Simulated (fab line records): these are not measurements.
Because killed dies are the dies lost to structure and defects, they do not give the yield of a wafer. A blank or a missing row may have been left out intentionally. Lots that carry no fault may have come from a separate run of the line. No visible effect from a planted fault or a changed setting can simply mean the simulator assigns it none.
fab line records + flow nand_harc
[record]
- lots = 14
- wafers = 42
- last_day = 33
route steps=1302 shown A_ZERO_WELL@412 A_SOURCE_PLATE@420 A_ONON_D1@433 END@1302
lots with no fault: from the same line, run without faults
start_h: hours from the record's first day to the start of the lot's first wafer shown + wait_h: hours since the lot's step before + " unchanged from the row above + L1.1+2: a row that stands for several wafers + - no value, or no start given + * or withheld: withheld + < > ~ a bound
route shown NAME@n: a module of which the file shows steps, and the number in the route of the first + usual: the fault-free wafers' mean and standard deviation + same: alike in all rows + chamber/n: place in a boat + sites: each site's reading + _std_site: how widely they spread, as a standard deviation + _edge_site: outer sites' mean less inner sites' + radius_mm: how far each site lies from the wafer's centre + mask NAME#n: copy n + behind: tool/chamber where the wafer was last shaped + hold: what put the lot on hold/how long, in hours/how the hold closed + device: names the non-switching transistor (n, p or np) + end of line: the tests these same wafers got at the end of their route + a step given without rows: its recipe and nothing more + killed: count of dies lost to structure and defects at first sort (not the wafer's yield) + map: a wafer's dies, marking killed ones x, the rest . and places with no die _
set.NAME: the run value of the setting; set.NAME@STEP: its run value at that earlier step + model.NAME: the simulator's own value behind a step, which no gauge read
the route's steps for a sample of lots (tables are steps, rows are wafers)
services: a tool's chamber out of use, with start hour (start_h, from the record's first day; less than 0 if before it), hours out, and reason
[[steps]]
[step NHARC_A_ZERO_WELL_INSPECT_17]
[usual]
- raw_defect_count = 11/5.1
| lot.wafer | tool              | chamber | start_h | wait_h | raw_defect_count |
|-----------|-------------------|---------|---------|--------|------------------|
| L846.1    | defect_inspect-01 | -       | 138.15  | 0.2    | 5                |
| L846.5    | "                 | -       | "       | "      | 23               |
| L846.6    | "                 | -       | "       | "      | 13               |
| L847.3    | defect_inspect-01 | -       | 151.69  | 0.1    | 15               |
| L847.4    | "                 | -       | "       | "      | 9                |
| L847.6    | "                 | -       | "       | "      | 7                |
| L849.3    | defect_inspect-02 | -       | 173.64  | 0.1    | 11               |
| L849.4    | "                 | -       | "       | "      | 7                |
| L849.6    | "                 | -       | "       | "      | 7                |
| L850.1    | defect_inspect-01 | -       | 176.91  | 0.2    | 6                |
| L850.2    | "                 | -       | "       | "      | 8                |
| L850.6    | "                 | -       | "       | "      | 11               |
| L851.2    | defect_inspect-02 | -       | 187.59  | 0.2    | 8                |
| L851.3    | "                 | -       | "       | "      | 8                |
| L851.6    | "                 | -       | "       | "      | 7                |
| L852.1    | defect_inspect-01 | -       | 199.60  | 0.2    | 11               |
| L852.2    | "                 | -       | "       | "      | 5                |
| L852.4    | "                 | -       | "       | "      | 18               |
| L853.3    | defect_inspect-02 | -       | 206.37  | 0.1    | 7                |
| L853.5    | "                 | -       | "       | "      | 7                |
| L853.6    | "                 | -       | "       | "      | 1                |
| L855.2    | defect_inspect-01 | -       | 229.88  | 0.1    | 8                |
| L855.3    | "                 | -       | "       | "      | 19               |
| L855.4    | "                 | -       | "       | "      | 7                |
| L856.3    | defect_inspect-02 | -       | 238.16  | 0.1    | 12               |
| L856.5    | "                 | -       | "       | "      | 10               |
| L856.6    | "                 | -       | "       | "      | 2                |
| L859.1    | defect_inspect-02 | -       | 270.47  | 0.2    | 18               |
| L859.4    | "                 | -       | "       | "      | 6                |
| L859.6    | "                 | -       | "       | "      | 14               |
| L860.1    | defect_inspect-01 | -       | 291.14  | 0.2    | 6                |
| L860.2    | "                 | -       | "       | "      | 6                |
| L860.3    | "                 | -       | "       | "      | 4                |
| L867.4    | defect_inspect-01 | -       | 369.89  | 0.1    | 14               |
| L867.5    | "                 | -       | "       | "      | 19               |
| L867.6    | "                 | -       | "       | "      | 24               |
| L868.2    | defect_inspect-02 | -       | 378.36  | 0.1    | 6                |
| L868.3    | "                 | -       | "       | "      | 16               |
| L868.5    | "                 | -       | "       | "      | 22               |
| L869.3    | defect_inspect-02 | -       | 379.70  | 0.1    | 7                |
| L869.4    | "                 | -       | "       | "      | 4                |
| L869.5    | "                 | -       | "       | "      | 7                |
[step NHARC_A_SOURCE_PLATE_THK_MEAS_06]
[recipe]
- thk_meas_gauge = ellipsometry
[usual]
- thk_nm = 199.4/2
| lot.wafer | tool          | chamber | start_h | wait_h | thk_nm |
|-----------|---------------|---------|---------|--------|--------|
| L846.1    | film_metro-02 | -       | 155.70  | 0.4    | 198.6  |
| L846.5    | "             | -       | "       | "      | 200.2  |
| L846.6    | "             | -       | "       | "      | 201.1  |
| L847.3    | film_metro-01 | -       | 171.68  | 0.4    | 203.2  |
| L847.4    | "             | -       | "       | "      | 201.9  |
| L847.6    | "             | -       | "       | "      | 203.5  |
| L849.3    | film_metro-01 | -       | 193.48  | 0.4    | 202.6  |
| L849.4    | "             | -       | "       | "      | 202.0  |
| L849.6    | "             | -       | "       | "      | 202.4  |
| L850.1    | film_metro-01 | -       | 197.00  | 0.4    | 199.3  |
| L850.2    | "             | -       | "       | "      | 199.5  |
| L850.6    | "             | -       | "       | "      | 200.8  |
| L851.2    | film_metro-02 | -       | 210.07  | 0.4    | 201.4  |
| L851.3    | "             | -       | "       | "      | 201.4  |
| L851.6    | "             | -       | "       | "      | 202.4  |
| L852.1    | film_metro-01 | -       | 219.10  | 0.4    | 200.4  |
| L852.2    | "             | -       | "       | "      | 199.3  |
| L852.4    | "             | -       | "       | "      | 198.0  |
| L853.3    | film_metro-02 | -       | 229.81  | 0.4    | 199.1  |
| L853.5    | "             | -       | "       | "      | 199.8  |
| L853.6    | "             | -       | "       | "      | 201.6  |
| L855.2    | film_metro-02 | -       | 249.85  | 0.4    | 196.4  |
| L855.3    | "             | -       | "       | "      | 195.9  |
| L855.4    | "             | -       | "       | "      | 199.7  |
| L856.3    | film_metro-01 | -       | 260.70  | 0.4    | 197.9  |
| L856.5    | "             | -       | "       | "      | 199.3  |
| L856.6    | "             | -       | "       | "      | 200.4  |
| L859.1    | film_metro-01 | -       | 290.67  | 0.4    | 198.3  |
| L859.4    | "             | -       | "       | "      | 198.7  |
| L859.6    | "             | -       | "       | "      | 197.6  |
| L860.1    | film_metro-02 | -       | 312.02  | 0.4    | 201.2  |
| L860.2    | "             | -       | "       | "      | 202.5  |
| L860.3    | "             | -       | "       | "      | 199.9  |
| L867.4    | film_metro-02 | -       | 391.91  | 0.4    | 199.4  |
| L867.5    | "             | -       | "       | "      | 200.0  |
| L867.6    | "             | -       | "       | "      | 200.0  |
| L868.2    | film_metro-02 | -       | 398.22  | 0.4    | 202.1  |
| L868.3    | "             | -       | "       | "      | 202.1  |
| L868.5    | "             | -       | "       | "      | 198.8  |
| L869.3    | film_metro-01 | -       | 398.22  | 0.4    | 199.6  |
| L869.4    | "             | -       | "       | "      | 200.2  |
| L869.5    | "             | -       | "       | "      | 199.1  |
[step NHARC_A_ONON_D1_THK_MEAS_14]
[recipe]
- thk_meas_gauge = ellipsometry
[usual]
- thk_nm = 1000/8.5
| lot.wafer | tool          | chamber | start_h | wait_h | thk_nm |
|-----------|---------------|---------|---------|--------|--------|
| L846.1    | film_metro-01 | -       | 158.61  | -      | 1010   |
| L846.5    | "             | -       | "       | "      | 1008   |
| L846.6    | "             | -       | "       | "      | 1010   |
| L847.3    | film_metro-02 | -       | 174.57  | -      | 1008   |
| L847.4    | "             | -       | "       | "      | 1012   |
| L847.6    | "             | -       | "       | "      | 1010   |
| L849.3    | film_metro-01 | -       | 196.41  | -      | 996    |
| L849.4    | "             | -       | "       | "      | 998    |
| L849.6    | "             | -       | "       | "      | 997    |
| L850.1    | film_metro-01 | -       | 199.90  | -      | 1001   |
| L850.2    | "             | -       | "       | "      | 1003   |
| L850.6    | "             | -       | "       | "      | 1003   |
| L851.2    | film_metro-02 | -       | 212.97  | -      | 1014   |
| L851.3    | "             | -       | "       | "      | 1014   |
| L851.6    | "             | -       | "       | "      | 1011   |
| L852.1    | film_metro-02 | -       | 222.06  | -      | 1000   |
| L852.2    | "             | -       | "       | "      | 1003   |
| L852.4    | "             | -       | "       | "      | 1002   |
| L853.3    | film_metro-01 | -       | 232.82  | -      | 992    |
| L853.5    | "             | -       | "       | "      | 992    |
| L853.6    | "             | -       | "       | "      | 993    |
| L855.2    | film_metro-02 | -       | 252.80  | -      | 1000   |
| L855.3    | "             | -       | "       | "      | 1000   |
| L855.4    | "             | -       | "       | "      | 1000   |
| L856.3    | film_metro-01 | -       | 263.63  | -      | 997    |
| L856.5    | "             | -       | "       | "      | 996    |
| L856.6    | "             | -       | "       | "      | 999    |
| L859.1    | film_metro-02 | -       | 293.62  | -      | 1003   |
| L859.4    | "             | -       | "       | "      | 1002   |
| L859.6    | "             | -       | "       | "      | 1001   |
| L860.1    | film_metro-02 | -       | 314.93  | -      | 1013   |
| L860.2    | "             | -       | "       | "      | 1014   |
| L860.3    | "             | -       | "       | "      | 1012   |
| L867.4    | film_metro-01 | -       | 394.85  | -      | 1009   |
| L867.5    | "             | -       | "       | "      | 1009   |
| L867.6    | "             | -       | "       | "      | 1006   |
| L869.3    | film_metro-02 | -       | 401.12  | -      | 1004   |
| L869.4    | "             | -       | "       | "      | 1002   |
| L869.5    | "             | -       | "       | "      | 1002   |
| L868.2    | film_metro-02 | -       | 401.13  | -      | 994    |
| L868.3    | "             | -       | "       | "      | 995    |
| L868.5    | "             | -       | "       | "      | 993    |
[step NHARC_A_ONON_D1_DEP_28]
[recipe]
- target_thk_a = 10000
- n2_flow_sccm = 2750
- n2o_flow_sccm = 2000
- nh3_flow_sccm = 500
- sih4_flow_sccm = 210
- temp_c = 400
| lot.wafer  | tool          | chamber | start_h | wait_h |
|------------|---------------|---------|---------|--------|
| L846.1+5+6 | pecvd_onon-03 | 0       | 168.15  | 0.1    |
| L847.3+4+6 | pecvd_onon-03 | 0       | 184.04  | 0.2    |
| L850.1+2+6 | pecvd_onon-04 | 0       | 206.26  | 0.1    |
| L849.3+4+6 | pecvd_onon-02 | 0       | 206.36  | 0.2    |
| L851.2+3+6 | pecvd_onon-02 | 0       | 222.85  | 0.1    |
| L852.1+2+4 | pecvd_onon-04 | 0       | 236.40  | 0.1    |
| L853.3+5+6 | pecvd_onon-02 | 0       | 242.73  | 0.2    |
| L855.2+3+4 | pecvd_onon-02 | 0       | 266.55  | 0.1    |
| L856.3+5+6 | pecvd_onon-02 | 0       | 273.28  | 0.2    |
| L859.1+4+6 | pecvd_onon-02 | 0       | 303.15  | 0.1    |
| L860.1+2+3 | pecvd_onon-02 | 0       | 325.32  | 0.1    |
| L867.4+5+6 | pecvd_onon-03 | 0       | 406.89  | 0.2    |
| L868.2+3+5 | pecvd_onon-02 | 0       | 410.72  | 0.1    |
| L869.3+4+5 | pecvd_onon-04 | 0       | 410.92  | 0.2    |
[step NHARC_A_ONON_D1_THK_MEAS_30]
[recipe]
- thk_meas_gauge = ellipsometry
[usual]
- thk_nm = 999/9.8
| lot.wafer | tool          | chamber | start_h | wait_h | thk_nm |
|-----------|---------------|---------|---------|--------|--------|
| L846.1    | film_metro-02 | -       | 168.66  | -      | 996    |
| L846.5    | "             | -       | "       | "      | 996    |
| L846.6    | "             | -       | "       | "      | 997    |
| L847.3    | film_metro-02 | -       | 184.43  | -      | 1013   |
| L847.4    | "             | -       | "       | "      | 1012   |
| L847.6    | "             | -       | "       | "      | 1014   |
| L849.3    | film_metro-02 | -       | 206.76  | -      | 1001   |
| L849.4    | "             | -       | "       | "      | 1001   |
| L849.6    | "             | -       | "       | "      | 1000   |
| L850.1    | film_metro-01 | -       | 206.79  | -      | 1009   |
| L850.2    | "             | -       | "       | "      | 1011   |
| L850.6    | "             | -       | "       | "      | 1011   |
| L851.2    | film_metro-02 | -       | 223.31  | -      | 1009   |
| L851.3    | "             | -       | "       | "      | 1009   |
| L851.6    | "             | -       | "       | "      | 1009   |
| L852.1    | film_metro-01 | -       | 236.91  | -      | 1017   |
| L852.2    | "             | -       | "       | "      | 1017   |
| L852.4    | "             | -       | "       | "      | 1018   |
| L853.3    | film_metro-02 | -       | 243.13  | -      | 996    |
| L853.5    | "             | -       | "       | "      | 996    |
| L853.6    | "             | -       | "       | "      | 995    |
| L855.2    | film_metro-01 | -       | 267.00  | -      | 1011   |
| L855.3    | "             | -       | "       | "      | 1012   |
| L855.4    | "             | -       | "       | "      | 1012   |
| L856.3    | film_metro-02 | -       | 273.68  | -      | 989    |
| L856.5    | "             | -       | "       | "      | 991    |
| L856.6    | "             | -       | "       | "      | 990    |
| L859.1    | film_metro-01 | -       | 303.66  | -      | 332    |
| L859.4    | "             | -       | "       | "      | 330    |
| L859.6    | "             | -       | "       | "      | 331    |
| L860.1    | film_metro-01 | -       | 325.83  | -      | 320    |
| L860.2    | "             | -       | "       | "      | 320    |
| L860.3    | "             | -       | "       | "      | 322    |
| L867.4    | film_metro-01 | -       | 407.23  | -      | 1000   |
| L867.5    | "             | -       | "       | "      | 999    |
| L867.6    | "             | -       | "       | "      | 999    |
| L868.2    | film_metro-02 | -       | 411.18  | -      | 1006   |
| L868.3    | "             | -       | "       | "      | 1008   |
| L868.5    | "             | -       | "       | "      | 1007   |
| L869.3    | film_metro-01 | -       | 411.31  | -      | 1002   |
| L869.4    | "             | -       | "       | "      | 1003   |
| L869.5    | "             | -       | "       | "      | 1003   |
[step NHARC_END_SORT_01]
[recipe]
- temp_c = 25
[usual]
- killed_at_array = 52/18
- killed_at_other = 1.2/1.5
- killed_at_periphery = 4/3.2
- killed_dies = 57/17
- killed_open = 3.1/1.9
- killed_short = 2.5/1.7
[same]
- gross_dies = 677
| lot.wafer | tool      | chamber | start_h | wait_h | killed_at_array | killed_at_other | killed_at_periphery | killed_dies | killed_open | killed_short |
|-----------|-----------|---------|---------|--------|-----------------|-----------------|---------------------|-------------|-------------|--------------|
| L852.1    | prober-01 | 0       | 647.34  | 2.5    | 67              | 0               | 2                   | 69          | 1           | 1            |
| L852.2    | prober-01 | 0       | 648.16  | 2.8    | 71              | 1               | 4                   | 76          | 4           | 2            |
| L852.4    | prober-01 | 0       | 649.79  | 3.4    | 58              | 0               | 1                   | 59          | 2           | 1            |
| L859.1    | prober-01 | 0       | 685.50  | 2.5    | 664             | 0               | 13                  | 677         | 2           | 3            |
| L859.4    | prober-01 | 0       | 687.92  | 3.4    | 663             | 0               | 14                  | 677         | 4           | 3            |
| L859.6    | prober-01 | 0       | 689.52  | 4.0    | 661             | 1               | 15                  | 677         | 2           | 2            |
| L860.1    | prober-01 | 0       | 703.13  | 2.5    | 674             | 0               | 3                   | 677         | 6           | 2            |
| L860.2    | prober-01 | 0       | 703.92  | 2.8    | 676             | 0               | 1                   | 677         | 3           | 1            |
| L860.3    | prober-01 | 0       | 704.71  | 3.1    | 675             | 1               | 1                   | 677         | 0           | 4            |
// killed by level:class
L852.1 A_CHANNEL_HOLE_D1:chamber_film_flake=31 A_SLIT:chamber_film_flake=20 A_CHANNEL_HOLE_D2:chamber_film_flake=10 A_CONTACT:chamber_film_flake=3 P_CONTACT:geometric_particle:open=1 A_CHANNEL_FILL_D2:geometric_particle:short=1 P_ZERO_WELL:chamber_film_flake=1 A_DECK1_JOINT:chamber_film_flake=1
L852.2 A_SLIT:chamber_film_flake=36 A_CHANNEL_HOLE_D1:chamber_film_flake=20 A_CHANNEL_HOLE_D2:chamber_film_flake=10 A_STAIRCASE:chamber_film_flake=2 A_CONTACT:chamber_film_flake=2 P_GATE:geometric_particle:open=1 P_CONTACT:geometric_particle:open=1 P_M0:geometric_particle:open=1
L852.4 A_SLIT:chamber_film_flake=27 A_CHANNEL_HOLE_D1:chamber_film_flake=16 A_CHANNEL_HOLE_D2:chamber_film_flake=8 A_STAIRCASE:chamber_film_flake=2 A_CONTACT:chamber_film_flake=2 P_GATE:geometric_particle:open=1 A_ONON_D1:geometric_particle:open=1 A_WL_FILL:geometric_particle:short=1
L859.1 A_ONON_D1:area_dep=635 A_CHANNEL_HOLE_D1:chamber_film_flake=14 P_GATE:chamber_film_flake=6 A_SLIT:chamber_film_flake=5 P_M0:chamber_film_flake=2 P_BONDPAD:chamber_film_flake=2 A_DECK1_JOINT:chamber_film_flake=2 A_WL_FILL:chamber_film_flake=2
L859.4 A_ONON_D1:area_dep=644 P_GATE:chamber_film_flake=7 A_CHANNEL_HOLE_D1:chamber_film_flake=5 P_M0:chamber_film_flake=3 A_CHANNEL_FILL_D1:chamber_film_flake=3 A_SLIT:chamber_film_flake=3 P_STI:geometric_particle:open=1 A_ONON_D1:geometric_particle:short=1
L859.6 A_ONON_D1:area_dep=640 A_CHANNEL_HOLE_D1:chamber_film_flake=7 P_BONDPAD:chamber_film_flake=5 P_M0:chamber_film_flake=4 P_STI:chamber_film_flake=3 A_WL_FILL:chamber_film_flake=3 A_CONTACT:chamber_film_flake=3 A_SLIT:chamber_film_flake=2
L860.1 A_ONON_D1:area_dep=589 A_SLIT:chamber_film_flake=36 A_CHANNEL_HOLE_D1:chamber_film_flake=33 A_WL_FILL:chamber_film_flake=4 A_CHANNEL_FILL_D2:chamber_film_flake=3 A_ONON_D2:geometric_particle:open=2 P_GATE:geometric_particle:open=1 P_M0:geometric_particle:open=1
L860.2 A_ONON_D1:area_dep=615 A_SLIT:chamber_film_flake=32 A_CHANNEL_HOLE_D1:chamber_film_flake=20 A_WL_FILL:chamber_film_flake=3 A_ONON_D1:geometric_particle:open=2 A_CONTACT:chamber_film_flake=2 P_M0:geometric_particle:open=1 A_SGD_CUT:geometric_particle:short=1
L860.3 A_ONON_D1:area_dep=603 A_SLIT:chamber_film_flake=36 A_CHANNEL_HOLE_D1:chamber_film_flake=27 A_WL_FILL:chamber_film_flake=3 P_CONTACT:geometric_particle:short=1 A_CHANNEL_FILL_D1:geometric_particle:short=1 A_ONON_D2:geometric_particle:short=1 A_CHANNEL_HOLE_D2:geometric_particle:short=1
[[services]]
| tool          | chamber | start_h | hours | kind   |
|---------------|---------|---------|-------|--------|
| pecvd_onon-02 | -       | 179.40  | 8.7   | repair |
| pecvd_onon-03 | -       | 227.00  | 13.0  | pm     |
| pecvd_onon-04 | -       | 311.31  | 13.0  | pm     |
| pecvd_onon-03 | -       | 330.47  | 9.8   | repair |
| pecvd_onon-02 | -       | 369.09  | 13.0  | pm     |
| pecvd_onon-03 | -       | 408.00  | 13.0  | pm     |
[[key]]
[first_sign]
- step = NHARC_A_ONON_D1_THK_MEAS_30
- reading = thk_nm
- direction = down
- sigmas = 69
- usual = 999
- struck = 326
[effect]
- step = NHARC_END_SORT_01
- reading = killed_dies
- direction = up
- sigmas = 36
- usual = 57
- struck = 677
[more_kills_born_at]
- NHARC_A_ONON_D1_DEP_28@pecvd_onon-02 = 3726
met_at NHARC_A_ONON_D1_DEP_28
struck_lots L859,L860
struck_wafers L859.1,L859.4,L859.6,L860.1,L860.2,L860.3
later_rows_left_out L859.1,L859.4,L859.6,L860.1,L860.2,L860.3
tester_left_out L859,L860
not_acting_at NHARC_A_ZERO_WELL_INSPECT_17,NHARC_A_SOURCE_PLATE_THK_MEAS_06,NHARC_A_ONON_D1_THK_MEAS_14
onset_between 273.28 303.15
[fault]
- kind = process_parameter_drift
- tool = pecvd_onon-02
- chamber = 0
- onset_h = 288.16
- steps = NHARC_A_ONON_D1_DEP_28
- channel = target_thk_a
- offset = *
- shape = step
- end_h = 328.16
- acts_in = *
- stated = *
// tester_left_out: of these lots the tester's yield and bins aren't shown, on N5 and GAA mostly nor the transistor test; their killed dies are dies lost to structure and defects alone, not to doping, threshold or leakage, so they don't give the yield
// later_rows_left_out: the simulator's readings of these wafers behind a module that went badly wrong aren't trusted and aren't shown, but for the sort
